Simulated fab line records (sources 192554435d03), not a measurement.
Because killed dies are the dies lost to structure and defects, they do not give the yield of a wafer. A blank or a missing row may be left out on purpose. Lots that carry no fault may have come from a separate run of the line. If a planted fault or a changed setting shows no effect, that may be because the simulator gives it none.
Struck lot and sound lot, side by side + flow n5-finfet + 40 steps out of a route of 1938
Sound: the wafers L590.1, L590.3, L590.5. The struck wafers were L603.2, L603.3, L603.6. The cause is given at the end.
At each step with rows: each side's tool, then ch and its chambers, then its first start. Under that, the readings that differ: sound wafers + struck wafers + difference of the means + sigmas: that difference in standard deviations of wafers without a fault.
alike: readings with means less than 2 such deviations apart, plus words and numbers identical on both sides. not compared: withheld readings, readings lacking a value on some wafer, bounds such as >300 that could conceal the same value, and numbers that have no deviation in the record and whose values overlap.
The two part at a step that has a row with sigmas, a row that says differs or no value, or rows on one side only. When numbers do not overlap yet have no deviation, they are printed without sigmas and do not part them. Lack of a reading on every wafer of one side parts them only where that side has two or more wafers.

first, 11 steps without rows for these wafers: N5_BEOL_M0_SPUTTER_116 (material Cu, target thk 4 nm, time 7.37 s); N5_BEOL_M0_ANNEAL_117 (time 60 s); N5_BEOL_M0_SPUTTER_132 (material Cu, target thk 4 nm, time 7.37 s); N5_BEOL_M0_ANNEAL_133 (time 60 s); N5_BEOL_M0_SPUTTER_134 (material Cu, target thk 4 nm, time 7.37 s); N5_BEOL_M0_ANNEAL_135 (time 60 s); N5_BEOL_M0_SPUTTER_141 (material Cu, target thk 4 nm, time 7.37 s); N5_BEOL_M0_ECD_118 (material Cu, target thk 300 nm); N5_BEOL_M0_ANNEAL_119 (time 90 s); N5_BEOL_M0_CMP_120 (polishes, stops on SiOC, t overpolish 6.9 s); N5_BEOL_M0_PRE_CLEAN_131 (time 15 s).
N5_BEOL_M0_CO_CAP_123: material Co, precursor CCTBA/H2, target thk 2 nm, time 102.1 s.
  sound on cvd-co-01 ch 0,1,2, day 7 02:05; struck on cvd-co-01 ch 0,1, day 10 09:53
  alike: heater-power-w
then, 2 steps without rows for these wafers: N5_BEOL_M0_PRE_CLEAN_124 (time 15 s); N5_BEOL_M0_DEP_125 (deposits SiCN from 3MS/NH3, target thk 8 nm, time 14 s).
N5_BEOL_M0_INSPECT_127: inspects for defects (darkfield).
  sound: defect-inspect-01 at day 7 02:17; struck: defect-inspect-02 at day 10 10:06
| reading          | sound     | struck      | difference | sigmas |
|------------------|-----------|-------------|------------|--------|
| raw-defect-count | 50 104 75 | 322 379 379 | +284       | +11    |
then, 12 steps without rows for these wafers: N5_BEOL_M1_ILD_DEP_00 (deposits SiOC from DEMS/O2, target thk 79 nm, time 15.3 s); N5_BEOL_M1_PECVD_72 (deposits SiO2 from TEOS/O2, target thk 16 nm, time 18 s); N5_BEOL_M1_HM_DEP_02 (deposits TiN, target thk 20 nm); N5_BEOL_M1_COAT_61 (time 60 s, resist thk 60 nm); N5_BEOL_M1_COAT_62 (time 60 s, resist thk 12 nm); N5_BEOL_M1_COAT_73 (time 60 s, resist thk 5 nm); N5_BEOL_M1_COAT_05 (resist thk 30 nm); N5_BEOL_M1_EBR_07; N5_BEOL_M1_SOFTBAKE_06 (time 60 s); N5_BEOL_M1_EXPOSE_08 (exposes mask M1); N5_BEOL_M1_PEB_09 (peb time 60 s); N5_BEOL_M1_DEVELOP_10 (develop time 30 s).
N5_BEOL_M1_INSPECT_13: inspects for defects (brightfield).
  sound: defect-inspect-02 at day 7 04:35; struck: defect-inspect-02 at day 10 11:07
| reading          | sound       | struck      | difference | sigmas |
|------------------|-------------|-------------|------------|--------|
| raw-defect-count | 474 461 389 | 829 736 711 | +317       | +3     |
then, 9 steps without rows for these wafers: N5_BEOL_M1_DESCUM_16 (chemistry O2, time 7 s); N5_BEOL_M1_ETCH_74 (etches underlayer in N2/H2, target depth 6.5 nm, time 5.2 s); N5_BEOL_M1_ETCH_63 (etches SiARC in CF4, target depth 15.6 nm, time 26 s); N5_BEOL_M1_ETCH_64 (etches SOC in N2/H2, target depth 75 nm, overetch 15 nm, time 112.5 s); N5_BEOL_M1_STRIP_65 (strips in N2/H2); N5_BEOL_M1_STRIP_75 (strips in N2/H2); N5_BEOL_M1_STRIP_66 (strips in CF4); N5_BEOL_M1_HM_OPEN_17 (chemistry Cl2/BCl3, target TiN, target depth 20 nm, overetch 6 nm); N5_BEOL_M1_STRIP_19 (strips in O2).
N5_BEOL_M1_INSPECT_30: inspects for defects (brightfield).
  sound: defect-inspect-02 at day 7 05:28; struck: defect-inspect-02 at day 10 11:59
| reading          | sound       | struck      | difference | sigmas |
|------------------|-------------|-------------|------------|--------|
| raw-defect-count | 455 455 420 | 856 751 703 | +327       | +3     |
N5_BEOL_M4_RC_MEAS_101:
  sound on prober-01 ch 0, day 8 17:24; struck on prober-02 ch 0, day 12 08:31
  alike: DIBL_N, DIBL_P, IOFF_N, IOFF_P, ION_N, ION_P, SS_N, SS_P, VT_N, VT_P
-- record jumps: 4 days separate the struck wafers' starts on either side; left off in module BEOL_M4, taken up again in module PASSIVATION, whose first shown step is the route's number 1936 --
N5_PASSIVATION_PROBE_49:
  sound: prober-01 at day 12 19:46; struck: prober-01 at day 16 08:19
| reading                  | sound          | struck         | difference | sigmas |
|--------------------------|----------------|----------------|------------|--------|
| defect-limited-yield (%) | 91.2 90.9 90.7 | 86.0 84.2 86.4 | -5.4       | -4     |
| killed_at_M0_to_M3       | 44 38 43       | 110 116 120    | +74        | +8     |
| killed-at-other          | 0 6 2          | 8 14 4         | +6         | +2     |
| killed-dies              | 104 107 110    | 165 186 160    | +63        | +4     |
| sort_bin_5_function (%)  | 5.8 5.6 5.3    | 8.8 10.2 9.3   | +3.9       | +4     |
| sort-n-pass              | 1076 1073 1070 | 1015 994 1020  | -63        | -4     |
| sort-yield-pct (%)       | 91.2 90.9 90.7 | 86.0 84.2 86.4 | -5.4       | -4     |
  alike: killed_at_M4_up, killed-at-contacts, killed-at-front-end, killed-open, killed-short, sort_bin_6_memory, sort_bin_8_speed

## WHERE THEY PART
First at N5_BEOL_M0_INSPECT_127; last, within this record, at N5_PASSIVATION_PROBE_49.

WHY: what the simulator had put in
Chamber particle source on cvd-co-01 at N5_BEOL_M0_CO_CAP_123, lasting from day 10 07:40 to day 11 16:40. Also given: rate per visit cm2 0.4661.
